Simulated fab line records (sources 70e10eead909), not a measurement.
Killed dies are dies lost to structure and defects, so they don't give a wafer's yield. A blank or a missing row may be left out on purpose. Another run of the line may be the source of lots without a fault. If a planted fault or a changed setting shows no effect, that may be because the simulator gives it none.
fab line records ; flow nand-harc
record lots=14; wafers=42; last-day=24
route steps=1159 shown A_SLIT@781 A_WL_FILL@810
lots that met no fault: taken from a fault-free run of the same line
start-h: start of the lot's first displayed wafer, in hours after the record's first day ; wait-h: how many hours have passed since the lot's step before this one ; " identical to the entry in the row above ; L1.1+2: a single row standing in for several wafers ; - value missing, or start not given ; * or withheld: withheld ; < > ~ a bound
route shown NAME@n: NAME is a module with steps in the file, n the number in the route of the first one ; usual: the fault-free wafers' mean and standard deviation ; same: alike in all rows ; chamber/n: place in a boat ; sites: per-site readings ; _std_site: how widely they spread, as a standard deviation ; _edge_site: inner sites' mean taken away from outer sites' mean ; radius-mm: how far each site lies from the wafer's centre ; mask NAME#n: copy n ; behind: the most recent tool/chamber to have shaped the wafer ; hold: reason for holding the lot/hours on hold/outcome of the hold ; device: the transistor (n, p or np) that didn't switch ; end of line: tests of these same wafers at the route's end ; where a step has no rows: the recipe by itself ; killed: the dies lost at the first sort to structure and to defects; this is not the yield of the wafer ; map: a wafer's dies, x killed, . not, _ none there
set.NAME: the setting the step ran with; set.NAME@STEP: the setting that earlier step ran with ; model.NAME: the simulator's own value behind a step, which no gauge read
a sample of lots followed through the steps of the route, with each step as a table and each wafer as a row
services: when a tool's chamber went out of use (start-h, in hours from the record's first day, below 0 if earlier), for how many hours, and the reason
## steps
# step NHARC_A_SLIT_DEP_23
# recipe target-thk-a=1000; target-thk-nm=100; temp-c=400; pressure-torr=3.5; flow-sccm=200; rf-w=350; material=SiON
# usual heater-power-w=747/120
lot.wafer;tool;chamber;start-h;wait-h;heater-power-w
L333.1;pecvd-01;0;311.41;1.6;772
L333.2;pecvd-01;2;311.41;1.6;595
L333.5;pecvd-01;2;311.41;1.6;600
L334.3;pecvd-04;2;324.75;1.0;616
L334.2;pecvd-04;1;324.75;1.0;980
L334.5;pecvd-04;1;324.75;1.0;979
L336.3;pecvd-01;1;325.24;1.1;655
L336.6;pecvd-01;2;325.24;1.1;540
L336.4;pecvd-01;0;325.24;1.1;938
L337.2;pecvd-04;2;339.78;1.3;646
L337.3;pecvd-04;1;339.78;1.3;927
L337.5;pecvd-04;2;339.78;1.3;635
L339.2;pecvd-02;0;348.46;1.5;856
L339.6;pecvd-02;2;348.46;1.5;830
L339.4;pecvd-02;0;348.46;1.5;834
L338.2;pecvd-04;0;348.62;1.6;745
L338.3;pecvd-04;0;348.62;1.6;778
L338.6;pecvd-04;0;348.62;1.6;765
L344.1;pecvd-02;1;378.38;1.7;714
L344.5;pecvd-02;1;378.38;1.7;732
L344.4;pecvd-02;2;378.38;1.7;869
L346.2;pecvd-02;1;387.92;1.3;754
L346.5;pecvd-02;2;387.92;1.3;930
L346.4;pecvd-02;0;387.92;1.3;844
L349.3;pecvd-04;2;409.97;1.0;623
L349.1;pecvd-04;1;409.97;1.0;819
L349.6;pecvd-04;1;409.97;1.0;814
L352.1;pecvd-04;0;414.52;1.7;751
L352.2;pecvd-04;1;414.52;1.7;855
L352.6;pecvd-04;2;414.52;1.7;702
L350.1;pecvd-02;0;415.32;1.6;827
L350.6;pecvd-02;2;415.32;1.6;889
L350.4;pecvd-02;1;415.32;1.6;772
L351.1;pecvd-04;0;429.89;1.7;713
L351.3;pecvd-04;2;429.89;1.7;627
L351.4;pecvd-04;0;429.89;1.7;713
L353.1;pecvd-04;1;446.18;1.7;892
L353.4;pecvd-04;0;446.18;1.7;803
L353.6;pecvd-04;1;446.18;1.7;897
L354.3;pecvd-01;2;459.90;1.0;623
L354.1;pecvd-01;1;459.90;1.0;651
L354.6;pecvd-01;2;459.90;1.0;617
# step NHARC_A_SLIT_STRIP_18
# recipe o2-flow-sccm=500; ar-flow-sccm=0; bias-w=0; chemistry=O2
# usual drypump-motor-current-A=5.9/0.47; oes-product-au=0.997/0.018; rf-vpp-V=57.7/0.99; showerhead-plenum-p-Torr=3.56/0.16; throttle-valve-pct=17.036/0.0093
lot.wafer;tool;chamber;start-h;wait-h;drypump-motor-current-A;oes-product-au;rf-hours-counter-h;rf-vpp-V;showerhead-plenum-p-Torr;throttle-valve-pct
L333.2;rie-diel-13;0;-;-;5.4;0.984;2;57.3;3.61;17.045
L333.1;rie-diel-13;3;-;-;6.2;0.977;2;56.0;3.34;17.033
L333.5;rie-diel-13;0;-;-;5.4;0.993;-;59.0;3.61;17.029
L334.3;rie-diel-10;3;-;-;6.6;1.000;11;57.8;3.46;17.031
L334.2;rie-diel-10;0;-;-;6.0;0.986;11;58.2;3.36;17.047
L334.5;rie-diel-10;3;-;-;6.6;1.011;-;59.2;3.46;17.037
L336.3;rie-diel-13;3;-;-;6.2;0.976;2;56.6;3.34;17.037
L336.4;rie-diel-13;2;-;-;5.5;0.990;3;57.5;3.75;17.028
L336.6;rie-diel-13;3;-;-;6.2;0.986;-;57.4;3.34;17.032
L337.2;rie-diel-13;1;-;-;6.3;0.998;4;57.9;3.76;17.034
L337.3;rie-diel-13;2;-;-;5.5;0.990;4;57.0;3.75;17.034
L337.5;rie-diel-13;1;-;-;6.3;1.000;-;58.2;3.76;17.050
L339.4;rie-diel-10;0;-;-;6.0;0.987;13;57.6;3.36;17.030
L339.2;rie-diel-10;3;-;-;6.6;1.006;13;58.0;3.46;17.033
L339.6;rie-diel-10;0;-;-;6.0;0.989;-;56.2;3.36;17.037
L338.3;rie-diel-13;2;-;-;5.5;1.004;5;59.2;3.75;17.038
L338.2;rie-diel-13;3;-;-;6.2;0.983;4;57.1;3.34;17.022
L338.6;rie-diel-13;1;-;-;6.3;1.004;-;58.6;3.76;17.049
L344.1;rie-diel-10;3;-;-;6.7;1.033;1;57.6;3.46;17.041
L344.4;rie-diel-10;1;-;-;5.2;0.997;1;59.8;3.62;17.040
L344.5;rie-diel-10;0;-;-;6.0;0.990;-;58.8;3.36;17.037
L346.2;rie-diel-13;0;-;-;5.4;0.985;8;57.5;3.60;17.047
L346.4;rie-diel-13;2;-;-;5.5;1.003;8;58.9;3.75;17.025
L346.5;rie-diel-13;3;-;-;6.2;0.985;-;57.7;3.34;17.027
L349.3;rie-diel-10;0;-;-;6.0;0.998;4;58.9;3.36;17.041
L349.1;rie-diel-10;2;-;-;5.9;0.996;3;58.4;3.75;17.046
L349.6;rie-diel-10;0;-;-;6.0;0.995;-;58.0;3.36;17.040
L352.1;rie-diel-13;2;-;-;5.5;0.997;10;57.4;3.75;17.027
L352.2;rie-diel-13;3;-;-;6.2;0.987;10;57.1;3.34;17.025
L352.6;rie-diel-13;3;-;-;6.2;0.979;-;56.3;3.34;17.032
L350.1;rie-diel-07;1;-;-;6.6;0.980;0;56.6;3.50;17.033
L350.4;rie-diel-07;2;-;-;5.3;1.032;0;58.7;3.62;17.026
L350.6;rie-diel-07;3;-;-;6.2;0.967;-;58.6;3.53;17.038
L351.4;rie-diel-13;1;-;-;6.3;0.995;12;59.1;3.76;17.048
L351.1;rie-diel-13;2;-;-;5.5;0.999;11;57.8;3.75;17.037
L351.3;rie-diel-13;3;-;-;6.1;0.996;10;57.8;3.34;17.026
L353.4;rie-diel-07;0;-;-;6.3;1.015;3;58.0;3.32;17.043
L353.1;rie-diel-07;2;-;-;5.3;1.028;3;59.5;3.62;17.027
L353.6;rie-diel-07;0;-;-;6.2;1.022;-;56.1;3.32;17.044
L354.3;rie-diel-10;1;-;-;5.3;1.019;7;56.9;3.62;17.018
L354.1;rie-diel-10;2;-;-;5.9;1.002;6;58.1;3.75;17.042
L354.6;rie-diel-10;1;-;-;5.2;1.016;-;58.4;3.62;17.025
# step NHARC_A_SLIT_CD_MEAS_21
# usual cd-nm=289.6/0.9
lot.wafer;tool;chamber;start-h;wait-h;cd-nm
L333.1;cd-sem-03;-;323.70;-;288.8
L333.2;cd-sem-03;-;323.70;-;289.0
L333.5;cd-sem-03;-;323.70;-;289.1
L334.2;cd-sem-01;-;331.23;-;288.1
L334.3;cd-sem-01;-;331.23;-;288.3
L334.5;cd-sem-01;-;331.23;-;287.4
L336.3;cd-sem-01;-;332.36;-;290.3
L336.4;cd-sem-01;-;332.36;-;289.7
L336.6;cd-sem-01;-;332.36;-;289.2
L337.2;cd-sem-03;-;346.64;-;288.7
L337.3;cd-sem-03;-;346.64;-;288.8
L337.5;cd-sem-03;-;346.64;-;288.3
L339.2;cd-sem-02;-;352.71;-;290.1
L339.4;cd-sem-02;-;352.71;-;290.4
L339.6;cd-sem-02;-;352.71;-;289.6
L338.2;cd-sem-03;-;354.45;0.1;289.2
L338.3;cd-sem-03;-;354.45;0.1;289.5
L338.6;cd-sem-03;-;354.45;0.1;288.9
L344.1;cd-sem-02;-;382.62;-;287.9
L344.4;cd-sem-02;-;382.62;-;286.9
L344.5;cd-sem-02;-;382.62;-;289.1
L346.2;cd-sem-01;-;392.18;-;291.2
L346.4;cd-sem-01;-;392.18;-;290.8
L346.5;cd-sem-01;-;392.18;-;290.4
L349.1;cd-sem-02;-;414.26;-;291.0
L349.3;cd-sem-02;-;414.26;-;289.7
L349.6;cd-sem-02;-;414.26;-;290.0
L352.1;cd-sem-02;-;419.56;-;287.8
L352.2;cd-sem-02;-;419.56;-;287.8
L352.6;cd-sem-02;-;419.56;-;287.4
L350.1;cd-sem-01;-;419.57;-;290.3
L350.4;cd-sem-01;-;419.57;-;289.5
L350.6;cd-sem-01;-;419.57;-;290.0
L351.1;cd-sem-03;-;434.21;-;289.8
L351.3;cd-sem-03;-;434.21;-;289.1
L351.4;cd-sem-03;-;434.21;-;289.7
L353.1;cd-sem-01;-;451.08;-;288.7
L353.4;cd-sem-01;-;451.08;-;290.6
L353.6;cd-sem-01;-;451.08;-;288.8
L354.1;cd-sem-02;-;464.03;-;289.8
L354.3;cd-sem-02;-;464.03;-;290.6
L354.6;cd-sem-02;-;464.03;-;289.6
# step NHARC_A_WL_FILL_RTA_01
# recipe temp-c=1000; time-s=5
# usual anneal-temp-c-max=1004.4/1.2; lamp-power-pct=30.50/0.1; lamp_zone_3_pct=30.51/0.1; wafer_temp_C_max=1004.7/1.3
lot.wafer;tool;chamber;start-h;wait-h;anneal-temp-c-max;lamp-power-pct;lamp_zone_3_pct;wafer_temp_C_max
L333.1;rtp-anneal-01;0;331.93;-;1003.7;30.56;30.61;1007.3
L333.2;rtp-anneal-01;0;331.93;-;1003.2;30.56;30.58;1005.6
L333.5;rtp-anneal-01;0;331.93;-;1002.4;30.59;30.59;1007.0
L334.2;rtp-anneal-02;0;339.30;-;1005.5;30.43;30.40;1004.6
L334.3;rtp-anneal-02;0;339.30;-;1004.8;30.40;30.38;1004.6
L334.5;rtp-anneal-02;0;339.30;-;1006.3;30.41;30.37;1003.5
L336.3;rtp-anneal-01;0;339.40;-;1004.1;30.58;30.57;1005.5
L336.4;rtp-anneal-01;0;339.40;-;1005.1;30.63;30.58;1005.6
L336.6;rtp-anneal-01;0;339.40;-;1003.2;30.60;30.53;1006.0
L337.2;rtp-anneal-01;0;353.82;-;1003.4;30.57;30.59;1006.3
L337.3;rtp-anneal-01;0;353.82;-;1004.1;30.62;30.62;1004.1
L337.5;rtp-anneal-01;0;353.82;-;1003.4;30.57;30.61;1005.4
L339.2;rtp-anneal-01;0;360.72;-;1002.9;30.60;30.64;1004.4
L339.4;rtp-anneal-01;0;360.72;-;1004.1;30.60;30.60;1004.4
L339.6;rtp-anneal-01;0;360.72;-;1003.2;30.58;30.62;1006.0
L338.2;rtp-anneal-01;0;360.89;-;1004.7;30.58;30.54;1006.5
L338.3;rtp-anneal-01;0;360.89;-;1004.0;30.63;30.58;1005.3
L338.6;rtp-anneal-01;0;360.89;-;1004.4;30.60;30.57;1005.4
L344.1;rtp-anneal-02;0;390.69;-;1006.2;30.41;30.40;1003.8
L344.4;rtp-anneal-02;0;390.69;-;1005.6;30.36;30.37;1003.5
L344.5;rtp-anneal-02;0;390.69;-;1005.3;30.42;30.37;1004.4
L346.2;rtp-anneal-01;-;400.47;-;-;-;-;-
L346.4;rtp-anneal-01;-;400.47;-;-;-;-;-
L346.5;rtp-anneal-01;-;400.47;-;-;-;-;-
L349.1;rtp-anneal-01;-;422.34;-;-;-;-;-
L349.3;rtp-anneal-01;-;422.34;-;-;-;-;-
L349.6;rtp-anneal-01;-;422.34;-;-;-;-;-
L352.1;rtp-anneal-02;0;427.59;-;1004.8;30.41;30.44;1002.5
L352.2;rtp-anneal-02;0;427.59;-;1004.1;30.47;30.40;1002.4
L352.6;rtp-anneal-02;0;427.59;-;1004.2;30.40;30.43;1003.8
L350.1;rtp-anneal-02;0;427.76;-;1005.6;30.36;30.43;1003.8
L350.4;rtp-anneal-02;0;427.76;-;1006.2;30.41;30.42;1003.0
L350.6;rtp-anneal-02;0;427.76;-;1006.9;30.43;30.38;1002.9
L351.1;rtp-anneal-02;0;444.89;-;1004.8;30.40;30.44;1003.3
L351.3;rtp-anneal-02;0;444.89;-;1004.6;30.40;30.42;1004.1
L351.4;rtp-anneal-02;0;444.89;-;1006.1;30.39;30.42;1003.1
L353.1;rtp-anneal-01;0;457.48;-;1002.6;30.56;30.64;1006.1
L353.4;rtp-anneal-01;0;457.48;-;1003.1;30.62;30.58;1004.5
L353.6;rtp-anneal-01;0;457.48;-;1004.9;30.59;30.61;1003.7
L354.1;rtp-anneal-01;0;473.16;-;1004.2;30.58;30.65;1004.3
L354.3;rtp-anneal-01;0;473.16;-;1003.7;30.61;30.59;1004.9
L354.6;rtp-anneal-01;0;473.16;-;1003.6;30.60;30.56;1006.3
## services
tool;chamber;start-h;hours;kind
pecvd-01;-;290.37;2.0;repair
rie-diel-10;-;294.21;0.8;repair
pecvd-01;1;297.26;19.5;repair
rtp-anneal-02;-;300.00;12.0;pm
pecvd-02;-;329.52;1.4;repair
pecvd-02;-;334.00;13.0;pm
rie-diel-13;-;338.46;0.8;repair
pecvd-04;2;348.54;4.4;repair
rie-diel-10;-;353.50;9.0;pm
pecvd-04;-;376.03;13.0;pm
rie-diel-10;-;385.86;0.3;repair
rie-diel-07;-;388.62;3.5;repair
pecvd-02;-;390.66;1.6;repair
rie-diel-13;0;395.96;3.3;repair
pecvd-04;0;397.12;12.1;repair
rie-diel-07;-;405.20;9.0;pm
pecvd-01;-;418.05;13.0;pm
pecvd-04;1;423.40;20.0;repair
pecvd-04;-;438.43;3.3;repair
rie-diel-10;2;440.87;4.6;repair
rie-diel-13;-;453.00;9.0;pm
pecvd-02;-;453.81;0.7;repair
rie-diel-13;1;464.85;20.2;repair
rie-diel-07;-;465.82;0.5;repair
## key
first-sign step=NHARC_A_WL_FILL_RTA_01; reading=tool-record; direction=missing
effect none on later readings
met-at NHARC_A_WL_FILL_RTA_01
struck-lots L346,L349
later-rows-left-out L346.2,L346.4,L346.5,L349.1,L349.3,L349.6
sort-left-out L346.2,L346.4,L346.5,L349.1,L349.3,L349.6
tester-left-out L346,L349
not-acting-at NHARC_A_SLIT_DEP_23,NHARC_A_SLIT_STRIP_18,NHARC_A_SLIT_CD_MEAS_21
onset-between 360.89 400.47
fault kind=skipped-step-whole; tool=rtp-anneal-01; chamber=-; onset-h=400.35; steps=NHARC_A_WL_FILL_RTA_01; scope=struck-lots-only
# tester-left-out: of these lots the tester's yield and bins aren't shown, on N5 and GAA mostly nor the transistor test; their killed dies are dies lost to structure and defects alone, not to doping, threshold or leakage, so they don't give the yield
# sort-left-out: the simulated sort isn't trusted on such a fault, so these wafers' sort isn't shown, and their yield isn't known
# later-rows-left-out: the simulator's readings of these wafers behind a module that went badly wrong aren't trusted and aren't shown, but for the sort
